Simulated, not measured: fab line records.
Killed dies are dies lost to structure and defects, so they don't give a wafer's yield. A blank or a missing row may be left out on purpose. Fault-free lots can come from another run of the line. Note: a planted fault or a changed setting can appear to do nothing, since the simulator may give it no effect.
fab line records	flow n5_finfet
record: lots: 24	wafers: 72	last_day: 18
route steps=1938 shown BEOL_M4@1098 BEOL_M5@1148
lots that met no fault: from a run of the same line without faults
start_h: start of the lot's first displayed wafer, in hours after the record's first day	wait_h: how many hours have passed since the lot's step before this one	" repeats the value in the row above	L1.1+2: a single row standing in for several wafers	- value missing, or start not given	* or withheld: withheld	< > ~ a bound
route shown NAME@n: NAME is a module with steps in the file, n the number in the route of the first one	usual: average and standard deviation across the fault-free wafers	same: alike in all rows	chamber/n: place in a boat	sites: each site's reading	_std_site: the standard deviation of these	_edge_site: mean of outer sites minus mean of inner sites	radius_mm: for every site, how far away it sits from the centre of the wafer	mask NAME#n: copy n	behind: the most recent tool/chamber to have shaped the wafer	hold: what put the lot on hold/how long, in hours/how the hold closed	device: the transistor (n, p or np) that didn't switch	end of line: the route-end tests of the same wafers	a step given without rows: its recipe and nothing more	killed: dies lost to structure and defects at the first sort, not the wafer's yield	map: a wafer's dies, marking killed ones x, the rest . and places with no die _
set.NAME: setting as actually run; set.NAME@STEP: the setting as run at that earlier step	model.NAME: the simulator's own value behind a step, which no gauge read
one table for each step of the route and one row for each wafer, over a sample of lots
services: when a tool's chamber went out of use (start_h, in hours from the record's first day, below 0 if earlier), for how many hours, and the reason
== steps ==
step: N5_BEOL_M4_SPUTTER_94
recipe: material: Cu	target_thk_a: 45	temp_c: -20	chamber_pressure_pa: 0.07	power_w: withheld	time_s: 8.29
usual: throttle_valve_pct: 29.7/1.2
lot.wafer	tool	chamber	start_h	wait_h	throttle_valve_pct
L074.4	pvd_sputter-01	-	178.57	0.1	28.3
L074.5	"	-	"	"	28.4
L074.6	"	-	"	"	29.6
L075.2	pvd_sputter-02	-	183.44	0.1	31.1
L075.4	"	-	"	"	31.0
L075.6	"	-	"	"	29.2
L077.1	pvd_sputter-01	-	185.52	0.1	31.2
L077.2	"	-	"	"	28.2
L077.5	"	-	"	"	29.8
L076.2	pvd_sputter-02	-	185.64	0.1	30.8
L076.3	"	-	"	"	29.1
L076.5	"	-	"	"	28.0
L078.2	pvd_sputter-03	-	208.36	0.1	30.6
L078.5	"	-	"	"	30.4
L078.6	"	-	"	"	28.2
L079.3	pvd_sputter-02	-	212.99	0.1	31.6
L079.4	"	-	"	"	29.2
L079.5	"	-	"	"	28.8
L080.2	pvd_sputter-03	-	219.30	0.1	28.1
L080.5	"	-	"	"	30.3
L080.6	"	-	"	"	27.9
L081.2	pvd_sputter-02	-	222.25	0.1	28.8
L081.4	"	-	"	"	31.0
L081.5	"	-	"	"	28.1
L082.1	pvd_sputter-02	-	226.41	0.1	30.9
L082.3	"	-	"	"	28.9
L082.5	"	-	"	"	29.0
L085.1	pvd_sputter-03	-	236.60	0.1	30.2
L085.2	"	-	"	"	28.3
L085.6	"	-	"	"	27.9
L083.1	pvd_sputter-01	-	239.64	0.1	28.1
L083.3	"	-	"	"	28.0
L083.4	"	-	"	"	31.1
L084.2	pvd_sputter-03	-	243.21	0.1	30.5
L084.4	"	-	"	"	30.9
L084.6	"	-	"	"	30.8
L087.3	pvd_sputter-03	-	245.05	0.1	28.1
L087.4	"	-	"	"	30.6
L087.5	"	-	"	"	30.4
L086.3	pvd_sputter-01	-	248.33	0.1	28.3
L086.4	"	-	"	"	28.4
L086.5	"	-	"	"	29.7
L088.2	pvd_sputter-02	-	255.25	0.1	31.0
L088.4	"	-	"	"	30.8
L088.5	"	-	"	"	30.6
L089.2	pvd_sputter-02	-	262.59	0.1	30.9
L089.3	"	-	"	"	29.0
L089.5	"	-	"	"	31.4
L090.3	pvd_sputter-03	-	278.18	0.1	31.0
L090.4	"	-	"	"	27.9
L090.5	"	-	"	"	30.4
L092.1	pvd_sputter-01	-	282.62	0.1	29.9
L092.2	"	-	"	"	28.2
L092.3	"	-	"	"	28.6
L091.1	pvd_sputter-03	-	283.85	0.1	30.0
L091.2	"	-	"	"	28.0
L091.3	"	-	"	"	30.8
L093.2	pvd_sputter-03	-	286.74	0.1	28.0
L093.3	"	-	"	"	30.4
L093.4	"	-	"	"	30.8
L094.1	pvd_sputter-02	-	302.65	0.1	31.0
L094.5	"	-	"	"	28.4
L094.6	"	-	"	"	31.1
L097.2	pvd_sputter-02	-	310.03	0.1	31.0
L097.4	"	-	"	"	29.2
L097.5	"	-	"	"	30.9
L095.2	pvd_sputter-03	-	310.27	0.1	30.2
L095.3	"	-	"	"	30.8
L095.4	"	-	"	"	28.1
L096.1	pvd_sputter-01	-	312.46	0.1	28.3
L096.2	"	-	"	"	30.7
L096.4	"	-	"	"	29.9
step: N5_BEOL_M5_CD_MEAS_28
recipe: target_cd_nm: 30.6	landing_energy_ev: 500	detector: se_inlens	target_cd_y_nm: 20	polarity: opening
usual: cd_nm: 30.60/0.26
same: landing_energy_ev: 500
lot.wafer	tool	chamber	start_h	wait_h	cd_nm
L074.4	cd_sem-01	0	183.21	-	30.18
L074.5	"	0	"	"	30.48
L074.6	"	0	"	"	30.19
L076.2	cd_sem-01	0	190.92	-	30.85
L076.3	"	0	"	"	30.72
L076.5	"	0	"	"	30.28
L075.2	cd_sem-01	0	191.09	-	30.59
L075.4	"	0	"	"	30.12
L075.6	"	0	"	"	30.51
L077.1	cd_sem-03	0	191.27	-	30.48
L077.2	"	0	"	"	30.63
L077.5	"	0	"	"	30.68
L078.2	cd_sem-03	0	216.10	-	30.69
L078.5	"	0	"	"	30.70
L078.6	"	0	"	"	30.56
L079.3	cd_sem-01	0	218.96	-	30.70
L079.4	"	0	"	"	30.70
L079.5	"	0	"	"	30.92
L080.2	cd_sem-03	0	225.02	-	30.26
L080.5	"	0	"	"	30.56
L080.6	"	0	"	"	30.45
L081.2	cd_sem-02	0	228.60	-	30.66
L081.4	"	0	"	"	30.98
L081.5	"	0	"	"	30.60
L082.1	cd_sem-01	0	232.27	-	30.78
L082.3	"	0	"	"	30.72
L082.5	"	0	"	"	30.66
L085.1	cd_sem-03	0	243.38	-	30.23
L085.2	"	0	"	"	30.91
L085.6	"	0	"	"	30.55
L083.1	cd_sem-02	0	245.52	-	30.78
L083.3	"	0	"	"	30.60
L083.4	"	0	"	"	30.43
L084.2	cd_sem-01	0	251.74	-	31.09
L084.4	"	0	"	"	30.58
L084.6	"	0	"	"	30.67
L087.3	cd_sem-03	0	251.92	-	30.57
L087.4	"	0	"	"	30.50
L087.5	"	0	"	"	30.50
L086.3	cd_sem-03	0	257.46	-	30.71
L086.4	"	0	"	"	30.75
L086.5	"	0	"	"	30.57
L088.2	cd_sem-03	0	262.02	-	31.02
L088.4	"	0	"	"	30.99
L088.5	"	0	"	"	30.74
L089.2	cd_sem-01	0	269.02	-	30.20
L089.3	"	0	"	"	30.88
L089.5	"	0	"	"	30.40
L090.3	cd_sem-01	0	284.14	-	30.59
L090.4	"	0	"	"	30.66
L090.5	"	0	"	"	30.72
L091.1	cd_sem-01	0	292.44	-	31.13
L091.2	"	0	"	"	30.38
L091.3	"	0	"	"	30.19
L092.1	cd_sem-01	0	292.62	-	30.45
L092.2	"	0	"	"	30.44
L092.3	"	0	"	"	30.58
L093.2	cd_sem-03	0	298.58	-	30.59
L093.3	"	0	"	"	30.58
L093.4	"	0	"	"	30.40
L094.1	cd_sem-01	0	308.75	-	30.59
L094.5	"	0	"	"	30.85
L094.6	"	0	"	"	30.43
L097.2	cd_sem-03	0	315.59	-	30.43
L097.4	"	0	"	"	30.78
L097.5	"	0	"	"	30.51
L096.1	cd_sem-02	0	317.72	-	30.72
L096.2	"	0	"	"	30.99
L096.4	"	0	"	"	30.72
L095.2	cd_sem-02	0	317.89	-	30.73
L095.3	"	0	"	"	30.15
L095.4	"	0	"	"	30.51
step: N5_BEOL_M5_INSPECT_30
recipe: mode: adi	inspect_instrument: brightfield
usual: raw_defect_count: 408/95
lot.wafer	tool	chamber	start_h	wait_h	raw_defect_count
L074.4	defect_inspect-01	-	183.29	0.0	367
L074.5	"	-	"	"	338
L074.6	"	-	"	"	403
L076.2	defect_inspect-02	-	191.00	0.0	508
L076.3	"	-	"	"	451
L076.5	"	-	"	"	330
L075.2	defect_inspect-02	-	191.18	0.0	614
L075.4	"	-	"	"	409
L075.6	"	-	"	"	339
L077.1	defect_inspect-01	-	191.35	0.1	458
L077.2	"	-	"	"	390
L077.5	"	-	"	"	422
L078.2	defect_inspect-01	-	216.19	0.0	532
L078.5	"	-	"	"	432
L078.6	"	-	"	"	402
L079.3	defect_inspect-01	-	219.05	0.0	621
L079.4	"	-	"	"	601
L079.5	"	-	"	"	497
L080.2	defect_inspect-01	-	225.11	0.0	339
L080.5	"	-	"	"	323
L080.6	"	-	"	"	722
L081.2	defect_inspect-02	-	228.69	0.0	349
L081.4	"	-	"	"	363
L081.5	"	-	"	"	484
L082.1	defect_inspect-01	-	232.36	0.1	406
L082.3	"	-	"	"	435
L082.5	"	-	"	"	380
L085.1	defect_inspect-01	-	243.46	0.1	555
L085.2	"	-	"	"	486
L085.6	"	-	"	"	365
L083.1	defect_inspect-02	-	245.61	0.1	427
L083.3	"	-	"	"	512
L083.4	"	-	"	"	445
L084.2	defect_inspect-01	-	251.83	0.0	375
L084.4	"	-	"	"	470
L084.6	"	-	"	"	359
L087.3	defect_inspect-02	-	252.00	0.0	645
L087.4	"	-	"	"	452
L087.5	"	-	"	"	361
L086.3	defect_inspect-01	-	257.55	0.0	413
L086.4	"	-	"	"	363
L086.5	"	-	"	"	438
L088.2	defect_inspect-02	-	262.11	0.0	480
L088.4	"	-	"	"	359
L088.5	"	-	"	"	438
L089.2	defect_inspect-02	-	269.11	0.0	334
L089.3	"	-	"	"	311
L089.5	"	-	"	"	290
L090.3	defect_inspect-02	-	284.22	0.0	413
L090.4	"	-	"	"	543
L090.5	"	-	"	"	337
L091.1	defect_inspect-02	-	292.54	0.1	415
L091.2	"	-	"	"	461
L091.3	"	-	"	"	540
L092.1	defect_inspect-01	-	292.71	0.1	404
L092.2	"	-	"	"	362
L092.3	"	-	"	"	366
L093.2	defect_inspect-02	-	298.67	0.0	455
L093.3	"	-	"	"	409
L093.4	"	-	"	"	435
L094.1	defect_inspect-01	-	308.84	0.1	341
L094.5	"	-	"	"	304
L094.6	"	-	"	"	307
L097.2	defect_inspect-02	-	315.68	0.0	309
L097.4	"	-	"	"	292
L097.5	"	-	"	"	248
L096.1	defect_inspect-01	-	317.81	0.1	348
L096.2	"	-	"	"	357
L096.4	"	-	"	"	337
L095.2	defect_inspect-01	-	317.98	0.0	462
L095.3	"	-	"	"	264
L095.4	"	-	"	"	302
step: N5_BEOL_M5_STRIP_91
recipe: chemistry: N2/H2	time_s: 10	power_w: 450	temp_c: 40	pressure_mtorr: 20	rf_frequency_hz: 6e+07	bias_power_w: 7	n2_flow_sccm: 200	h2_flow_sccm: 200
usual: chamber_pressure_mTorr: 20.002/0.018	drypump_motor_current_A: 5.7/0.34	h2_flow_sccm: 200.0/0.57	oes_product_au: 0.79/0.098	rf_vpp_V: 59.2/0.99	showerhead_plenum_p_Torr: 2.54/0.065	throttle_valve_pct: 23.51/0.19
lot.wafer	tool	chamber	start_h	wait_h	chamber_pressure_mTorr	drypump_motor_current_A	h2_flow_sccm	oes_product_au	rf_hours_counter_h	rf_vpp_V	showerhead_plenum_p_Torr	throttle_valve_pct
L074.4	rie_diel-05	1	-	-	19.979	5.2	199.7	0.75	144	58.5	2.55	23.37
L074.5	"	2	"	"	19.995	5.8	199.3	0.72	-	57.4	2.51	23.53
L074.6	"	1	"	"	20.024	5.3	200.2	0.75	-	58.8	2.55	23.39
L075.2	rie_diel-05	0	-	-	20.022	5.4	199.5	0.91	24	59.7	2.70	23.48
L075.4	"	1	"	"	20.036	5.2	199.7	0.75	-	60.7	2.54	23.39
L075.6	"	2	"	"	20.038	5.9	199.6	0.71	-	58.9	2.51	23.55
L077.1	rie_diel-05	2	-	-	19.999	5.9	199.2	0.72	215	60.9	2.51	23.53
L077.2	"	1	"	"	20.015	5.2	199.9	0.76	146	59.9	2.55	23.40
L077.5	"	0	"	"	19.998	5.4	200.0	0.89	-	57.5	2.70	23.49
L076.2	rie_diel-04	1	-	-	19.989	6.3	200.2	0.69	227	61.3	2.60	23.67
L076.3	"	0	"	"	20.019	5.6	200.5	0.69	248	59.2	2.62	23.82
L076.5	"	2	"	"	20.006	6.2	200.3	0.89	-	57.3	2.49	23.13
L078.2	rie_diel-04	1	-	-	19.999	6.3	199.6	0.68	237	59.9	2.59	23.68
L078.5	"	1	"	"	19.996	6.3	200.6	0.68	-	59.5	2.60	23.68
L078.6	"	3	"	"	20.014	5.9	200.1	0.95	-	58.9	2.61	23.58
L079.3	rie_diel-01	2	-	-	19.974	5.4	199.2	0.68	253	59.4	2.50	24.11
L079.4	"	3	"	"	19.978	5.7	199.6	0.73	153	61.9	2.43	23.58
L079.5	"	0	"	"	20.009	5.3	199.8	0.82	-	58.1	2.55	23.44
L080.2	rie_diel-01	3	-	-	19.991	5.7	201.2	0.72	155	60.6	2.43	23.56
L080.5	"	2	"	"	20.013	5.4	199.3	0.68	-	60.0	2.50	24.12
L080.6	"	1	"	"	20.008	5.5	199.8	0.73	-	57.9	2.53	23.47
L081.2	rie_diel-01	1	-	-	20.009	5.5	199.6	0.71	186	59.4	2.52	23.46
L081.4	"	2	"	"	19.999	5.4	201.1	0.68	-	57.4	2.50	24.14
L081.5	"	0	"	"	20.010	5.3	200.2	0.81	-	59.8	2.55	23.46
L082.1	rie_diel-04	3	-	-	20.017	5.9	199.8	0.93	9	59.3	2.60	23.59
L082.3	"	0	"	"	20.000	5.6	199.9	0.99	2	59.7	2.62	23.49
L082.5	"	1	"	"	19.944	6.3	199.6	0.67	-	59.3	2.59	23.69
L085.1	rie_diel-04	1	-	-	20.008	6.3	200.0	0.68	245	60.0	2.59	23.69
L085.2	"	3	"	"	19.989	5.9	200.6	0.93	13	60.2	2.60	23.62
L085.6	"	1	"	"	19.979	6.3	199.7	0.67	-	58.5	2.59	23.68
L083.1	rie_diel-04	1	-	-	19.978	6.3	199.1	0.67	246	61.1	2.59	23.69
L083.3	"	3	"	"	20.013	5.9	200.0	0.91	13	57.9	2.60	23.61
L083.4	"	0	"	"	19.994	5.6	200.3	0.96	5	60.4	2.61	23.49
L084.2	rie_diel-01	3	-	-	20.016	5.7	200.5	0.71	162	59.0	2.43	23.58
L084.4	"	0	"	"	19.992	5.3	199.5	0.80	-	58.5	2.55	23.47
L084.6	"	3	"	"	20.011	5.7	200.8	0.72	-	60.1	2.43	23.58
L087.3	rie_diel-05	1	-	-	20.030	5.2	200.7	0.72	166	58.5	2.54	23.41
L087.4	"	3	"	"	19.985	5.6	199.4	0.66	232	59.5	2.50	23.50
L087.5	"	1	"	"	19.999	5.2	201.2	0.73	-	58.0	2.54	23.40
L086.3	rie_diel-04	3	-	-	19.990	5.9	199.7	0.91	17	60.8	2.60	23.61
L086.4	"	3	"	"	19.976	5.9	200.5	0.91	-	58.0	2.60	23.61
L086.5	"	0	"	"	20.008	5.6	199.8	0.95	-	59.3	2.61	23.50
L088.2	rie_diel-01	3	-	-	20.023	5.7	200.4	0.71	167	57.9	2.43	23.59
L088.4	"	0	"	"	20.030	5.3	200.9	0.78	-	59.8	2.55	23.47
L088.5	"	3	"	"	19.998	5.7	200.4	0.71	-	59.1	2.43	23.60
L089.2	rie_diel-01	0	-	-	20.034	5.3	201.1	0.79	90	59.1	2.55	23.47
L089.3	"	1	"	"	20.013	5.5	199.6	0.71	201	58.5	2.52	23.50
L089.5	"	1	"	"	19.983	5.5	200.0	0.72	-	58.5	2.52	23.48
L090.3	rie_diel-04	0	-	-	19.999	5.7	200.0	0.93	20	60.3	2.61	23.52
L090.4	"	0	"	"	20.025	5.6	199.6	0.93	-	59.6	2.61	23.53
L090.5	"	3	"	"	20.003	5.9	199.0	0.88	-	58.6	2.59	23.64
L091.1	rie_diel-05	1	-	-	20.031	5.2	200.1	0.71	180	58.3	2.53	23.43
L091.2	"	0	"	"	20.019	5.4	199.9	0.85	55	60.9	2.69	23.51
L091.3	"	3	"	"	20.026	5.6	201.3	0.67	244	59.7	2.50	23.50
L092.1	rie_diel-04	2	-	-	20.018	6.2	200.0	0.81	66	58.8	2.47	23.17
L092.2	"	1	"	"	20.001	6.3	200.0	1.01	1	59.9	2.59	23.33
L092.3	"	0	"	"	19.967	5.6	200.9	0.91	24	60.1	2.61	23.55
L093.2	rie_diel-01	2	-	-	19.989	5.4	200.5	0.98	1	59.0	2.50	23.69
L093.3	"	3	"	"	19.996	5.7	200.1	0.69	179	59.3	2.42	23.60
L093.4	"	0	"	"	20.026	5.3	199.5	0.77	102	59.7	2.54	23.49
L094.1	rie_diel-04	3	-	-	20.004	5.9	200.1	0.87	36	58.8	2.59	23.64
L094.5	"	1	"	"	20.019	6.3	201.1	0.97	-	60.5	2.59	23.34
L094.6	"	2	"	"	19.974	6.2	200.1	0.82	-	58.3	2.47	23.17
L097.2	rie_diel-01	2	-	-	19.982	5.4	200.4	0.94	8	57.5	2.49	23.71
L097.4	"	0	"	"	19.988	5.3	200.5	0.78	109	59.0	2.54	23.49
L097.5	"	1	"	"	19.995	5.6	200.7	0.70	-	59.5	2.51	23.50
L096.1	rie_diel-01	0	-	-	20.002	5.3	200.6	0.78	110	60.4	2.54	23.50
L096.2	"	3	"	"	19.984	5.7	201.0	0.69	186	56.9	2.42	23.62
L096.4	"	2	"	"	19.997	5.4	199.9	0.94	9	58.1	2.49	23.71
L095.2	rie_diel-01	3	-	-	19.982	5.7	199.9	0.69	186	57.4	2.42	23.61
L095.3	"	0	"	"	20.002	5.3	199.2	0.77	110	57.9	2.54	23.50
L095.4	"	1	"	"	19.989	5.5	199.3	0.70	217	58.0	2.51	23.51
step: N5_BEOL_M5_ANNEAL_49
recipe: temp_c: 400	time_s: 1800	ambient: vacuum
usual: heater_power_w: 850/88
lot.wafer	tool	chamber	start_h	wait_h	heater_power_w
L074.4	pvd_sputter-03	-	184.94	0.0	893
L074.5	"	-	"	"	898
L074.6	"	-	"	"	751
L075.2	pvd_sputter-01	-	192.93	0.0	933
L075.4	"	-	"	"	841
L075.6	"	-	"	"	842
L076.2	pvd_sputter-02	-	194.65	0.0	787
L076.3	"	-	"	"	699
L076.5	"	-	"	"	753
L077.1	pvd_sputter-03	-	195.39	0.0	872
L077.2	"	-	"	"	781
L077.5	"	-	"	"	734
L078.2	pvd_sputter-01	-	218.29	0.0	850
L078.5	"	-	"	"	788
L078.6	"	-	"	"	900
L079.3	pvd_sputter-03	-	220.75	0.0	927
L079.4	"	-	"	"	770
L079.5	"	-	"	"	777
L080.2	pvd_sputter-01	-	227.77	0.0	927
L080.5	"	-	"	"	900
L080.6	"	-	"	"	807
L081.2	pvd_sputter-03	-	230.62	0.0	901
L081.4	"	-	"	"	907
L081.5	"	-	"	"	717
L082.1	pvd_sputter-02	-	234.17	0.0	782
L082.3	"	-	"	"	913
L082.5	"	-	"	"	697
L085.1	pvd_sputter-03	-	245.53	0.0	777
L085.2	"	-	"	"	897
L085.6	"	-	"	"	715
L083.1	pvd_sputter-01	-	248.95	0.0	878
L083.3	"	-	"	"	843
L083.4	"	-	"	"	947
L084.2	pvd_sputter-03	-	253.69	0.0	812
L084.4	"	-	"	"	901
L084.6	"	-	"	"	908
L087.3	pvd_sputter-01	-	254.01	0.0	814
L087.4	"	-	"	"	845
L087.5	"	-	"	"	878
L086.3	pvd_sputter-03	-	259.23	0.0	868
L086.4	"	-	"	"	780
L086.5	"	-	"	"	789
L088.2	pvd_sputter-02	-	264.50	0.0	918
L088.4	"	-	"	"	1091
L088.5	"	-	"	"	926
L089.2	pvd_sputter-03	-	271.20	0.0	790
L089.3	"	-	"	"	732
L089.5	"	-	"	"	923
L090.3	pvd_sputter-01	-	288.23	0.0	786
L090.4	"	-	"	"	954
L090.5	"	-	"	"	794
L091.1	pvd_sputter-03	-	294.82	0.0	775
L091.2	"	-	"	"	753
L091.3	"	-	"	"	907
L092.1	pvd_sputter-01	-	295.25	0.0	891
L092.2	"	-	"	"	799
L092.3	"	-	"	"	844
L093.2	pvd_sputter-03	-	302.91	0.0	909
L093.3	"	-	"	"	747
L093.4	"	-	"	"	772
L094.1	pvd_sputter-02	-	311.55	0.0	932
L094.5	"	-	"	"	809
L094.6	"	-	"	"	1061
L097.2	pvd_sputter-03	-	318.79	0.0	896
L097.4	"	-	"	"	788
L097.5	"	-	"	"	928
L096.1	pvd_sputter-01	-	320.58	0.0	840
L096.2	"	-	"	"	808
L096.4	"	-	"	"	892
L095.2	pvd_sputter-02	-	321.37	0.0	730
L095.3	"	-	"	"	782
L095.4	"	-	"	"	790
step: N5_BEOL_M5_ANNEAL_89
recipe: temp_c: 400	time_s: 1800	ambient: vacuum
usual: heater_power_w: 847/88
lot.wafer	tool	chamber	start_h	wait_h	heater_power_w
L074.4	pvd_sputter-03	-	188.20	0.0	889
L074.5	"	-	"	"	881
L074.6	"	-	"	"	736
L075.2	pvd_sputter-01	-	196.19	0.0	925
L075.4	"	-	"	"	829
L075.6	"	-	"	"	816
L076.2	pvd_sputter-02	-	197.91	0.0	775
L076.3	"	-	"	"	697
L076.5	"	-	"	"	782
L077.1	pvd_sputter-03	-	198.65	0.0	885
L077.2	"	-	"	"	773
L077.5	"	-	"	"	725
L078.2	pvd_sputter-01	-	221.55	0.0	856
L078.5	"	-	"	"	810
L078.6	"	-	"	"	891
L079.3	pvd_sputter-03	-	224.01	0.0	858
L079.4	"	-	"	"	762
L079.5	"	-	"	"	794
L080.2	pvd_sputter-01	-	231.03	0.0	932
L080.5	"	-	"	"	891
L080.6	"	-	"	"	801
L081.2	pvd_sputter-03	-	233.88	0.0	882
L081.4	"	-	"	"	898
L081.5	"	-	"	"	739
L082.1	pvd_sputter-02	-	237.43	0.0	797
L082.3	"	-	"	"	915
L082.5	"	-	"	"	698
L085.1	pvd_sputter-03	-	248.79	0.0	778
L085.2	"	-	"	"	911
L085.6	"	-	"	"	731
L083.1	pvd_sputter-01	-	252.21	0.0	907
L083.3	"	-	"	"	849
L083.4	"	-	"	"	939
L084.2	pvd_sputter-03	-	256.95	0.0	802
L084.4	"	-	"	"	901
L084.6	"	-	"	"	910
L087.3	pvd_sputter-01	-	257.27	0.0	809
L087.4	"	-	"	"	831
L087.5	"	-	"	"	898
L086.3	pvd_sputter-03	-	262.49	0.0	896
L086.4	"	-	"	"	770
L086.5	"	-	"	"	775
L088.2	pvd_sputter-02	-	267.76	0.0	903
L088.4	"	-	"	"	1058
L088.5	"	-	"	"	938
L089.2	pvd_sputter-03	-	274.46	0.0	796
L089.3	"	-	"	"	714
L089.5	"	-	"	"	902
L090.3	pvd_sputter-01	-	291.49	0.0	774
L090.4	"	-	"	"	941
L090.5	"	-	"	"	803
L091.1	pvd_sputter-03	-	298.08	0.0	793
L091.2	"	-	"	"	739
L091.3	"	-	"	"	906
L092.1	pvd_sputter-01	-	298.51	0.0	890
L092.2	"	-	"	"	801
L092.3	"	-	"	"	850
L093.2	pvd_sputter-03	-	306.17	0.0	872
L093.3	"	-	"	"	744
L093.4	"	-	"	"	776
L094.1	pvd_sputter-02	-	314.81	0.0	925
L094.5	"	-	"	"	768
L094.6	"	-	"	"	1077
L097.2	pvd_sputter-03	-	322.05	0.0	870
L097.4	"	-	"	"	763
L097.5	"	-	"	"	929
L096.1	pvd_sputter-01	-	323.84	0.0	817
L096.2	"	-	"	"	808
L096.4	"	-	"	"	904
L095.2	pvd_sputter-02	-	324.63	0.0	710
L095.3	"	-	"	"	792
L095.4	"	-	"	"	791
== services ==
tool	chamber	start_h	hours	kind
pvd_sputter-03	-	164.10	7.1	repair
rie_diel-04	3	184.80	-	clean
rie_diel-04	3	184.80	-	consumable_replace:focus_ring
rie_diel-04	3	184.80	21.8	scheduled_down
rie_diel-04	3	184.80	21.8	vent_cycle
rie_diel-05	3	190.29	7.9	repair
rie_diel-01	1	194.00	11.3	repair
rie_diel-01	0	197.51	3.7	repair
rie_diel-04	0	206.61	-	clean
rie_diel-04	0	206.61	-	consumable_replace:focus_ring
rie_diel-04	0	206.61	19.9	scheduled_down
rie_diel-01	3	226.04	5.8	repair
rie_diel-01	2	236.17	32.3	repair
rie_diel-01	-	236.82	0.8	repair
rie_diel-04	1	253.83	13.9	repair
rie_diel-01	2	268.72	-	clean
rie_diel-01	2	268.72	-	consumable_replace:focus_ring
rie_diel-01	2	268.72	27.5	scheduled_down
rie_diel-01	2	268.72	27.5	vent_cycle
rie_diel-01	1	279.30	8.4	repair
rie_diel-01	3	286.15	4.1	repair
rie_diel-04	3	287.19	4.6	repair
pvd_sputter-02	-	288.76	8.9	repair
rie_diel-05	-	295.90	14.6	pm
== key ==
fault none
